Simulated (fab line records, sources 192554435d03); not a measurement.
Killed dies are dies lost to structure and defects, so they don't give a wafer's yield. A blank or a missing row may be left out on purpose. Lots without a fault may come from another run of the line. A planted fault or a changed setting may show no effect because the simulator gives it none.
Split-lot experiment | flow n5_finfet | 7 lots, 21 wafers read, on a route of 1938 steps

THE SPLIT
At N5_FIN_SAQP_PECVD_06 (deposits a-Si from SiH4/He, target thk 60 nm, time 48.1 s), the setting time_s was moved away from the recipe's 48.1 s on 7 of the 21 wafers read, by -13.5% to +7.5%. The other wafers ran this setting at the recipe's value.

FROM THE SPLIT TO THE READING: what the file shows between them, 13 steps
- N5_FIN_SAQP_THK_MEAS_07
- N5_FIN_SAQP_HM_DEP_72: deposits SiO2 from SiH4/N2O, target thk 12 nm, time 7.2 s (also split here: time_s)
- N5_FIN_SAQP_COAT_49: time 60 s, resist thk 100 nm
- N5_FIN_SAQP_COAT_50: time 60 s, resist thk 35 nm
- N5_FIN_SAQP_ETCH_52: etches SOC in N2/H2, target depth 100 nm, overetch 20 nm, time 150 s
- N5_FIN_SAQP_STRIP_53: strips in N2/H2
- N5_FIN_SAQP_HM_OPEN_73: chemistry CHF3/O2, target SiO2, stops on a-Si, target depth 12 nm, time 16.8 s
- N5_FIN_SAQP_STRIP_74: strips in CHF3/O2
- N5_FIN_SAQP_MANDREL_ETCH_22: etches a-Si in HBr/Cl2, stops on SiNx, target depth 60 nm, bt time 10 s, time 30 s
- N5_FIN_SAQP_STRIP_55: strips in N2/H2
- N5_FIN_SAQP_STRIP_23: strips in SPM, time 750 s
- N5_FIN_SAQP_SRD_66: time 30 s
- N5_FIN_SAQP_RECESS_75: chemistry HF/NH3, target SiO2, target depth 14.4 nm, afs cycles 3, sublimation time 60 s

THE READING
a-Si_of_FIN_SAQP_PECVD_06.thk_nm (the simulator's own value, which no gauge read), in nm, at N5_FIN_SAQP_SPACER1_ALD_24 (deposits SiO2, target thk 20.3 nm, pulse time 1 s, purge time 2 s). The file gives no usual value for it. The 14 wafers here that ran the recipe average 59.7 nm, standard deviation 0.78 nm.

wafer  | tool, chamber at the split | time_s as run, s | against the recipe | a-Si_of_FIN_SAQP_PECVD_06.thk_nm, nm | against lot-mates on the recipe
L077.1 | pecvd-02, 1                | 44.31            | -7.9%              | 54.6                                 | -4.6
L077.2 | pecvd-02, 0                | 48.1             | recipe             | 59                                   | -
L077.4 | pecvd-02, 0                | 48.1             | recipe             | 59.4                                 | -
L078.2 | pecvd-03, 2                | 41.62            | -13.5%             | 50.8                                 | -9.0
L078.4 | pecvd-03, 1                | 48.1             | recipe             | 59.8                                 | -
L078.5 | pecvd-03, 0                | 41.62            | -13.5%             | 50.2                                 | -9.6
L080.1 | pecvd-03, 1                | 48.1             | recipe             | 58.6                                 | -
L080.2 | pecvd-03, 2                | 48.1             | recipe             | 59.4                                 | -
L080.5 | pecvd-03, 2                | 51.23            | +6.5%              | 64.2                                 | +5.2
L090.2 | pecvd-01, 2                | 48.1             | recipe             | 60.2                                 | -
L090.3 | pecvd-01, 0                | 48.1             | recipe             | 60                                   | -
L090.5 | pecvd-01, 0                | 48.1             | recipe             | 60.4                                 | -
L092.3 | pecvd-02, 0                | 48.1             | recipe             | 58.4                                 | -
L092.4 | pecvd-02, 0                | 48.1             | recipe             | 58.8                                 | -
L092.6 | pecvd-02, 1                | 48.1             | recipe             | 60.8                                 | -
L096.3 | pecvd-01, 1                | 51.72            | +7.5%              | 63.4                                 | +2.6
L096.4 | pecvd-01, 2                | 48.1             | recipe             | 60.8                                 | -
L096.6 | pecvd-01, 0                | 51.72            | +7.5%              | 65.4                                 | +4.6
L097.1 | pecvd-02, 1                | 48.1             | recipe             | 59.8                                 | -
L097.2 | pecvd-02, 2                | 44.17            | -8.2%              | 53.6                                 | -6.6
L097.5 | pecvd-02, 2                | 48.1             | recipe             | 60.6                                 | -

THE FIT
A straight line over all 21 wafers: a-Si_of_FIN_SAQP_PECVD_06.thk_nm changes by +0.675 nm for each +1% of time_s; r = +0.98; the points scatter about the line by 0.77 nm.
The same after taking each lot's own level away (the mean of its wafers on the recipe; 21 wafers): +0.657 nm for each +1%; r = +0.98; scatter 0.81 nm.
On that fit, the largest move of time_s shifts the reading by 8.9 nm.
The lots' own levels span 59.00 to 60.80 nm, that is 2.3 times the standard deviation above.
So the lot-to-lot level changes the slope little: the two slopes agree.
Check: with one of the wafers moved furthest among these (-13.5%) left out of the fit, the line predicts -9.01 nm for it against its lot-mates. It came out at -9 nm against them.

OTHER SPLITS ON THESE WAFERS
These wafers also went through other splits before the reading. Each is held against what the fit with the lots' levels taken away leaves over:
other split on the same wafers | wafers away from the commonest value | r with a-Si_of_FIN_SAQP_PECVD_06.thk_nm (lot level and that fit taken away)
N5_FIN_SAQP_HM_DEP_72 time_s   | 8                                    | -0.25

THE WHOLE CHAIN: every reading that the file lists as answering this split, in the file's order
step                        | what it does                                                                       | reading                                                                           | change (the file's fit)               | r (the file's)
N5_FIN_SAQP_PECVD_06        | deposits a-Si from SiH4/He, target thk 60 nm, time 48.1 s                          | a-Si_of_FIN_SAQP_PECVD_06.thk_nm (the simulator's own value, which no gauge read) | +0.672 nm for each +1% of the setting | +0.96
N5_FIN_SAQP_THK_MEAS_07     |                                                                                    | thk_nm                                                                            | withheld for each +1% of the setting  | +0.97
N5_FIN_SAQP_MANDREL_ETCH_22 | etches a-Si in HBr/Cl2, stops on SiNx, target depth 60 nm, bt time 10 s, time 30 s | etch.depth_nm (the simulator's own value, which no gauge read)                    | +0.672 nm for each +1% of the setting | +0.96
N5_FIN_SAQP_SPACER1_ALD_24  | deposits SiO2, target thk 20.3 nm, pulse time 1 s, purge time 2 s                  | a-Si_of_FIN_SAQP_PECVD_06.thk_nm (the simulator's own value, which no gauge read) | +0.675 nm for each +1% of the setting | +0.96

THE FILE'S OWN FIT
a-Si_of_FIN_SAQP_PECVD_06.thk_nm changes by +0.675 nm for each +1% of time_s, r = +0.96.
